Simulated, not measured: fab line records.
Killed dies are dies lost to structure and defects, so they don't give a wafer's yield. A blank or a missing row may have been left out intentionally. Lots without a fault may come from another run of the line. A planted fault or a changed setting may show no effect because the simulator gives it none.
A struck lot beside a sound one :: flow n5_finfet :: 41 out of 1938 route steps
Sound: these wafers, L728.3, L728.4, L728.5. Struck: wafers L746.4, L746.5, L746.6. The cause comes at the end.
For every step that has rows: the tool of each side, followed by ch and its chambers, followed by its first start. Under that, the readings that differ: sound wafers :: struck wafers :: difference of the means :: sigmas: that difference in standard deviations of wafers without a fault.
alike: readings whose means differ by less than 2 such deviations, and words and numbers that are the same on both sides. not compared: withheld readings, readings that some wafer has no value for, bounds like >300 that may hide the same value, and numbers for which the record gives no deviation and whose values overlap.
A row with sigmas, a row that says differs or no value, or rows on one side alone: a step with any of these is where the two part. Numbers that don't overlap but have no deviation are shown without sigmas and don't part them. A reading that every wafer of one side lacks parts them only if that side has two wafers or more.

first, 9 steps without rows for these wafers: N5_BEOL_M4_ANNEAL_95 (time 240 s); N5_BEOL_M4_SPUTTER_96 (material Cu, target thk 4.5 nm, time 8.29 s); N5_BEOL_M4_ECD_50 (material Cu, target thk 300 nm); N5_BEOL_M4_ANNEAL_51 (time 90 s); N5_BEOL_M4_CMP_52 (polishes, stops on SiOC, t overpolish 6.8 s, target thk 40 nm); N5_BEOL_M4_PRE_CLEAN_60 (time 15 s); N5_BEOL_M4_CO_CAP_55 (material Co, precursor CCTBA/H2, target thk 2 nm, time 102.1 s); N5_BEOL_M4_PRE_CLEAN_56 (time 15 s); N5_BEOL_M4_DEP_57 (deposits SiCN from 3MS/NH3, target thk 8 nm, time 14 s).
N5_BEOL_M4_RC_MEAS_101:
  sound on prober-01 ch 0, day 8 08:44; struck on prober-01 ch 0, day 14 02:00
  alike: DIBL_N, DIBL_P, IOFF_N, IOFF_P, ION_N, ION_P, SS_N, SS_P, VT_N, VT_P
then, 24 steps without rows for these wafers: N5_BEOL_M5_ILD_DEP_00 (deposits SiCOH lowk from DEMS/porogen, target thk 140.64 nm, time 25.9 s); N5_BEOL_M5_CURE_79 (cures SiCOH lowk, time 240 s); N5_BEOL_M5_PECVD_70 (deposits SiO2 from TEOS/O2, target thk 16 nm, time 18 s); N5_BEOL_M5_HM_DEP_02 (deposits TiN, target thk 20 nm); N5_BEOL_M5_COAT_59 (time 60 s, resist thk 60 nm); N5_BEOL_M5_COAT_60 (time 60 s, resist thk 12 nm); N5_BEOL_M5_COAT_71 (time 60 s, resist thk 5 nm); N5_BEOL_M5_COAT_05 (resist thk 30 nm); N5_BEOL_M5_EBR_07; N5_BEOL_M5_SOFTBAKE_06 (time 60 s); N5_BEOL_M5_EXPOSE_08 (exposes mask M5, target cd 28 nm); N5_BEOL_M5_PEB_09 (peb time 60 s); N5_BEOL_M5_DEVELOP_10 (develop time 30 s); N5_BEOL_M5_DESCUM_16 (chemistry O2, time 7 s); N5_BEOL_M5_ETCH_72 (etches underlayer in N2/H2, target depth 6.5 nm, time 5.2 s); N5_BEOL_M5_ETCH_61 (etches SiARC in CF4, target depth 15.6 nm, time 26 s); N5_BEOL_M5_ETCH_62 (etches SOC in N2/H2, target depth 75 nm, overetch 15 nm, time 112.5 s); N5_BEOL_M5_STRIP_63 (strips in N2/H2); N5_BEOL_M5_STRIP_73 (strips in N2/H2); N5_BEOL_M5_STRIP_64 (strips in CF4); N5_BEOL_M5_HM_OPEN_17 (chemistry Cl2/BCl3, target TiN, target depth 20 nm, overetch 6 nm); N5_BEOL_M5_STRIP_19 (strips in O2); N5_BEOL_M5_COAT_65 (time 60 s, resist thk 60 nm); N5_BEOL_M5_COAT_66 (time 60 s, resist thk 12 nm).
N5_BEOL_M6_TRENCH_ETCH_37: etches SiCOH lowk in C4F6/O2, target depth 94.435 nm, time 31.5 s.
  sound on rie_diel-04 ch 0,1,3, day 9 02:11; struck on rie_diel-03 ch 0,1,3, day 14 19:50
reading: run_length_s (s)
sound: 55.0 54.5 54.2
struck: 49.2 48.5 48.0
difference: -6.0
sigmas: -12

reading: time_s (s)
sound: 31.5 31.5 31.5
struck: 22.05 22.05 22.05
difference: -9.45
sigmas: 

reading: model.BEOL_M6.feature_depth_nm (nm)
sound: 94.4 94 92.4
struck: 68.6 67 67.2
difference: -26.0
sigmas: 

reading: model.etch.depth_nm (nm)
sound: 94.33 94.05 92.41
struck: 68.55 66.94 67.16
difference: -26.05
sigmas: 

reading: model.TiN_of_BEOL_M6_HM_DEP_02.thk_nm (nm)
sound: 17.6 17.2 17.6
struck: 18.4 18.6 18.8
difference: +1.1
sigmas: 
  alike: chamber_pressure_mTorr, drypump_motor_current_A, oes_ar_750_au, oes_o_777_au, oes_product_au, rf_vpp_V, showerhead_plenum_p_Torr, throttle_valve_pct
  not compared: rf_hours_counter_h
N5_BEOL_M6_OCD_MEAS_38:
  sound on ocd-01, day 9 02:21; struck on ocd-02, day 14 19:59
reading: trench_depth_nm (nm)
sound: 94.9 94.1 92.5
struck: 68.9 66.6 67.0
difference: -26.3
sigmas: -13
N5_BEOL_M6_CMP_52: polishes, stops on SiCOH lowk, t overpolish 6.9 s, target thk 80 nm.
  sound on cmp-02 ch 0,2,3, day 9 04:56; struck on cmp-04 ch 2,3, day 14 22:24
reading: model.Cu_of_BEOL_M6_ECD_50.thk_nm (nm)
sound: 78.4 77.4 77.4
struck: 56.4 54 55.2
difference: -22.5
sigmas: 
  alike: head_pressure_psi, motor_current_A, slurry_flow_ml_min
  not compared: pad_life_wafers
N5_BEOL_M6_THK_MEAS_53: measures by xrf.
  sound on film_metro-02, day 9 05:09; struck on film_metro-01, day 14 22:40
reading: M6_THK (nm)
sound: 80.2 78.8 79.1
struck: 56.2 54.1 55.2
difference: -24.2
sigmas: -8
N5_BEOL_M6_RS_MEAS_57: uses a four-point probe to measure.
  sound on film_metro-02, day 9 05:17; struck on film_metro-02, day 14 22:47
reading: M6_RS (ohm/sq)
sound: 0.293 0.299 0.298
struck: 0.438 0.461 0.449
difference: +0.153
sigmas: +14
-- record jumps: 3 days separate the struck wafers' starts on either side; left off in module BEOL_M6, taken up again in module BEOL_M15, whose first shown step is the route's number 1830 --
N5_BEOL_M15_RC_MEAS_101:
  sound on prober-01 ch 0, day 11 18:11; struck on prober-02 ch 0, day 17 21:53
reading: COMB_M15 (S/m)
sound: 9e-13 1.3e-12 2.1e-12
struck: 3e-12 2.9e-12 3e-12
difference: +2e-12
sigmas: +2

reading: SERP_M6 (ohm/um)
sound: 14.0 14.5 14.3
struck: 20.1 20.8 19.8
difference: +6.0
sigmas: +8

reading: SERP_M6_max_site (ohm/um)
sound: 14.4 15.1 15.0
struck: 21.5 22.0 20.5
difference: +6.5
sigmas: +9
  alike: COMB_M10, COMB_M11, COMB_M12, COMB_M13, COMB_M14, COMB_M5, COMB_M7, COMB_M8, COMB_M9, SERP_M10, SERP_M11, SERP_M12, SERP_M13, SERP_M13_max_site, SERP_M14, SERP_M5, SERP_M7, SERP_M8, SERP_M9
N5_PASSIVATION_PROBE_49:
  sound on prober-01, day 12 09:46; struck on prober-02, day 18 12:17
reading: sort_bin_8_speed (%)
sound: 0 0 0
struck: 0.42 0.17 0.17
difference: +0.25
sigmas: +26
  alike: defect_limited_yield, killed_at_M0_to_M3, killed_at_M4_up, killed_at_contacts, killed_at_front_end, killed_at_other, killed_dies, killed_open, killed_short, sort_bin_5_function, sort_bin_6_memory, sort_n_pass

## WHERE THEY PART
At N5_BEOL_M6_TRENCH_ETCH_37 first; at N5_PASSIVATION_PROBE_49 last (within this record only).

WHY: whatever the simulator had introduced
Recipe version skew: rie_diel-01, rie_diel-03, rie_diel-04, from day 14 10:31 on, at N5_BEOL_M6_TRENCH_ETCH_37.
